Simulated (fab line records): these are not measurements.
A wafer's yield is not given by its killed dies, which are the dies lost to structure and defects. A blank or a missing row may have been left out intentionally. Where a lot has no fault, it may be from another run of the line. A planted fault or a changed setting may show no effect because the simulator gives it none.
Which tool is to blame? :: flow n5 finfet :: Sampling: 11 lots, 33 wafers, 5 of 1938 route steps

## WHAT THE GAUGES SHOWED, per wafer
N5_BEOL_M12_OCD_MEAS_35. Usual: trench depth nm 322 nm, standard deviation 4.7.
lot: L501
measured: day 10 23:41
on: ocd-02
trench depth nm (nm): 321 328 329
flag: 

lot: L500
measured: day 11 02:28
on: ocd-01
trench depth nm (nm): 319 319 324
flag: 

lot: L503
measured: day 11 07:16
on: ocd-02
trench depth nm (nm): 326 323 325
flag: 

lot: L505
measured: day 11 16:09
on: ocd-01
trench depth nm (nm): 316 317 320
flag: 

lot: L502
measured: day 11 20:50
on: ocd-01
trench depth nm (nm): 328 326 329
flag: 

lot: L506
measured: day 12 01:49
on: ocd-02
trench depth nm (nm): 314 320 322
flag: 

lot: L513
measured: day 13 14:26
on: ocd-01
trench depth nm (nm): 315 317 322
flag: 

lot: L512
measured: day 14 03:43
on: ocd-01
trench depth nm (nm): 316 310 315
flag: 

lot: L515
measured: day 14 08:42
on: ocd-02
trench depth nm (nm): 327 331 329
flag: 

lot: L521
measured: day 15 17:49
on: ocd-01
trench depth nm (nm): 322 317 314
flag: 

lot: L523
measured: day 16 09:26
on: ocd-01
trench depth nm (nm): 319 320 319
flag: 

N5_BEOL_M13_INSPECT_12: inspects for defects (macro). Usual: raw defect count 2.2, standard deviation 1.4.
lot: L501
measured: day 11 04:08
on: defect inspect-02
raw defect count: 1 1 2
flag: 

lot: L500
measured: day 11 08:47
on: defect inspect-02
raw defect count: 6 2 4
flag: 

lot: L503
measured: day 11 09:41
on: defect inspect-02
raw defect count: 3 3 3
flag: 

lot: L505
measured: day 11 21:46
on: defect inspect-01
raw defect count: 4 3 4
flag: 

lot: L502
measured: day 12 00:13
on: defect inspect-01
raw defect count: 3 4 3
flag: 

lot: L506
measured: day 12 08:33
on: defect inspect-01
raw defect count: 1 0 3
flag: 

lot: L513
measured: day 13 19:50
on: defect inspect-01
raw defect count: 2 2 3
flag: 

lot: L512
measured: day 14 07:45
on: defect inspect-02
raw defect count: 2 2 5
flag: 

lot: L515
measured: day 14 12:35
on: defect inspect-01
raw defect count: 3 3 3
flag: 

lot: L521
measured: day 15 21:28
on: defect inspect-01
raw defect count: >300 4 >300
flag: 

lot: L523
measured: day 16 13:11
on: defect inspect-01
raw defect count: 2 3 1
flag: 

## WHICH TOOL RAN EACH LOT (tool, then ch and the chambers of the sampled wafers, then the start)
lot: L501
N5_BEOL_M12_SPUTTER_44: pvd sputter-03, day 11 02:21
N5_BEOL_M12_ANNEAL_48: rtp anneal-01 ch 0, day 11 02:41
N5_BEOL_M13_ILD_DEP_00: pecvd-04 ch 0,1, day 11 03:30

lot: L500
N5_BEOL_M12_SPUTTER_44: pvd sputter-01, day 11 06:58
N5_BEOL_M12_ANNEAL_48: rtp anneal-01 ch 0, day 11 07:21
N5_BEOL_M13_ILD_DEP_00: pecvd-01 ch 1,2, day 11 08:05

lot: L503
N5_BEOL_M12_SPUTTER_44: pvd sputter-01, day 11 07:55
N5_BEOL_M12_ANNEAL_48: rtp anneal-01 ch 0, day 11 08:26
N5_BEOL_M13_ILD_DEP_00: pecvd-04 ch 1,2, day 11 09:10

lot: L505
N5_BEOL_M12_SPUTTER_44: pvd sputter-02, day 11 20:01
N5_BEOL_M12_ANNEAL_48: rtp anneal-02 ch 0, day 11 20:22
N5_BEOL_M13_ILD_DEP_00: pecvd-03 ch 1,2, day 11 21:08

lot: L502
N5_BEOL_M12_SPUTTER_44: pvd sputter-03, day 11 21:53
N5_BEOL_M12_ANNEAL_48: rtp anneal-02 ch 0, day 11 22:46
N5_BEOL_M13_ILD_DEP_00: pecvd-04 ch 0,1,2, day 11 23:35

lot: L506
N5_BEOL_M12_SPUTTER_44: pvd sputter-01, day 12 06:46
N5_BEOL_M12_ANNEAL_48: rtp anneal-01 ch 0, day 12 07:18
N5_BEOL_M13_ILD_DEP_00: pecvd-03 ch 0,2, day 12 08:02

lot: L513
N5_BEOL_M12_SPUTTER_44: pvd sputter-01, day 13 18:13
N5_BEOL_M12_ANNEAL_48: rtp anneal-02 ch 0, day 13 18:36
N5_BEOL_M13_ILD_DEP_00: pecvd-04 ch 0,1,2, day 13 19:20

lot: L512
N5_BEOL_M12_SPUTTER_44: pvd sputter-01, day 14 06:06
N5_BEOL_M12_ANNEAL_48: rtp anneal-02 ch 0, day 14 06:28
N5_BEOL_M13_ILD_DEP_00: pecvd-03 ch 1,2, day 14 07:14

lot: L515
N5_BEOL_M12_SPUTTER_44: pvd sputter-02, day 14 10:56
N5_BEOL_M12_ANNEAL_48: rtp anneal-01 ch 0, day 14 11:17
N5_BEOL_M13_ILD_DEP_00: pecvd-01 ch 0,1, day 14 12:04

lot: L521
N5_BEOL_M12_SPUTTER_44: pvd sputter-01, day 15 19:43
N5_BEOL_M12_ANNEAL_48: rtp anneal-01 ch 0, day 15 20:06
N5_BEOL_M13_ILD_DEP_00: pecvd-01 ch 0,2, day 15 20:50

lot: L523
N5_BEOL_M12_SPUTTER_44: pvd sputter-01, day 16 11:33
N5_BEOL_M12_ANNEAL_48: rtp anneal-02 ch 0, day 16 11:56
N5_BEOL_M13_ILD_DEP_00: pecvd-03 ch 0,1,2, day 16 12:40
- N5_BEOL_M12_SPUTTER_44: material Ta, target thk 10 nm, time 16.13 s.
- N5_BEOL_M12_ANNEAL_48: time 90 s.
- N5_BEOL_M13_ILD_DEP_00: deposits SiOC from DEMS/O2, target thk 837.92 nm, time 166.4 s.

## WHAT THE TOOLS THEMSELVES READ (means of the sampled wafers that have a number; where no wafer has one, the mark that the record gives instead)
N5_BEOL_M12_SPUTTER_44. Usual: throttle valve pct 29.9 %, standard deviation 1.4.
lot: L501
tool: pvd sputter-03
throttle valve pct (%): 30.1
flag: 

lot: L500
tool: pvd sputter-01
throttle valve pct (%): 29.1
flag: 

lot: L503
tool: pvd sputter-01
throttle valve pct (%): 30.2
flag: 

lot: L505
tool: pvd sputter-02
throttle valve pct (%): 29.9
flag: 

lot: L502
tool: pvd sputter-03
throttle valve pct (%): 31.2
flag: 

lot: L506
tool: pvd sputter-01
throttle valve pct (%): 29.2
flag: 

lot: L513
tool: pvd sputter-01
throttle valve pct (%): 29.5
flag: 

lot: L512
tool: pvd sputter-01
throttle valve pct (%): 29.3
flag: 

lot: L515
tool: pvd sputter-02
throttle valve pct (%): 30.8
flag: 

lot: L521
tool: pvd sputter-01
throttle valve pct (%): 29.6
flag: 

lot: L523
tool: pvd sputter-01
throttle valve pct (%): 29.1
flag: 

N5_BEOL_M12_ANNEAL_48. Usual: wafer_temp_C_max 225.70, standard deviation 0.26.
lot: L501
tool: rtp anneal-01
wafer_temp_C_max: 225.69
flag: 

lot: L500
tool: rtp anneal-01
wafer_temp_C_max: 225.56
flag: 

lot: L503
tool: rtp anneal-01
wafer_temp_C_max: 225.44
flag: 

lot: L505
tool: rtp anneal-02
wafer_temp_C_max: 225.68
flag: 

lot: L502
tool: rtp anneal-02
wafer_temp_C_max: 226.17
flag: 

lot: L506
tool: rtp anneal-01
wafer_temp_C_max: 225.48
flag: 

lot: L513
tool: rtp anneal-02
wafer_temp_C_max: 226.22
flag: 

lot: L512
tool: rtp anneal-02
wafer_temp_C_max: 225.97
flag: 

lot: L515
tool: rtp anneal-01
wafer_temp_C_max: 225.65
flag: 

lot: L521
tool: rtp anneal-01
wafer_temp_C_max: 225.49
flag: 

lot: L523
tool: rtp anneal-02
wafer_temp_C_max: 225.81
flag: 

N5_BEOL_M13_ILD_DEP_00. Usual: heater power w 497 W, standard deviation 58; showerhead plenum p Torr 5.690 Torr, standard deviation 0.017; throttle valve pct 11.8 %, standard deviation 0.56.
lot: L501
tool: pecvd-04
heater power w (W): 498
showerhead plenum p Torr (Torr): 5.714
throttle valve pct (%): 12.1
flag: 

lot: L500
tool: pecvd-01
heater power w (W): 414
showerhead plenum p Torr (Torr): 5.669
throttle valve pct (%): 12.7
flag: 

lot: L503
tool: pecvd-04
heater power w (W): 531
showerhead plenum p Torr (Torr): 5.692
throttle valve pct (%): 11.6
flag: 

lot: L505
tool: pecvd-03
heater power w (W): 460
showerhead plenum p Torr (Torr): 5.700
throttle valve pct (%): 11.4
flag: 

lot: L502
tool: pecvd-04
heater power w (W): 478
showerhead plenum p Torr (Torr): 5.697
throttle valve pct (%): 11.9
flag: 

lot: L506
tool: pecvd-03
heater power w (W): 503
showerhead plenum p Torr (Torr): 5.705
throttle valve pct (%): 11.4
flag: 

lot: L513
tool: pecvd-04
heater power w (W): 534
showerhead plenum p Torr (Torr): 5.687
throttle valve pct (%): 12.0
flag: 

lot: L512
tool: pecvd-03
heater power w (W): 519
showerhead plenum p Torr (Torr): 5.693
throttle valve pct (%): 11.4
flag: 

lot: L515
tool: pecvd-01
heater power w (W): 459
showerhead plenum p Torr (Torr): 5.660
throttle valve pct (%): 12.8
flag: 

lot: L521
tool: pecvd-01
heater power w (W): 539
showerhead plenum p Torr (Torr): 5.680
throttle valve pct (%): 11.7
flag: 

lot: L523
tool: pecvd-03
heater power w (W): 503
showerhead plenum p Torr (Torr): 5.696
throttle valve pct (%): 11.3
flag: 

## THE ANSWER, worked out from the rows above alone
Rule: a lot is off if the mean of its wafers that have a number lies more than 3 standard deviations from the usual mean. A lot without any number at a reading at which 4 lots or more have one is off too. Any other lot the step has rows for is counted as sound. Order of review: gauges by route order, followed by the tools' own readings, for which a lot's mean as printed above is used. The first step at which some lot is off is used, and at that step the reading that is off furthest; a lot without a number counts as furthest.
Across all readings shown, no lot is off: no conclusion can be drawn from this.

## WHAT HAD BEEN PUT IN BY THE SIMULATOR
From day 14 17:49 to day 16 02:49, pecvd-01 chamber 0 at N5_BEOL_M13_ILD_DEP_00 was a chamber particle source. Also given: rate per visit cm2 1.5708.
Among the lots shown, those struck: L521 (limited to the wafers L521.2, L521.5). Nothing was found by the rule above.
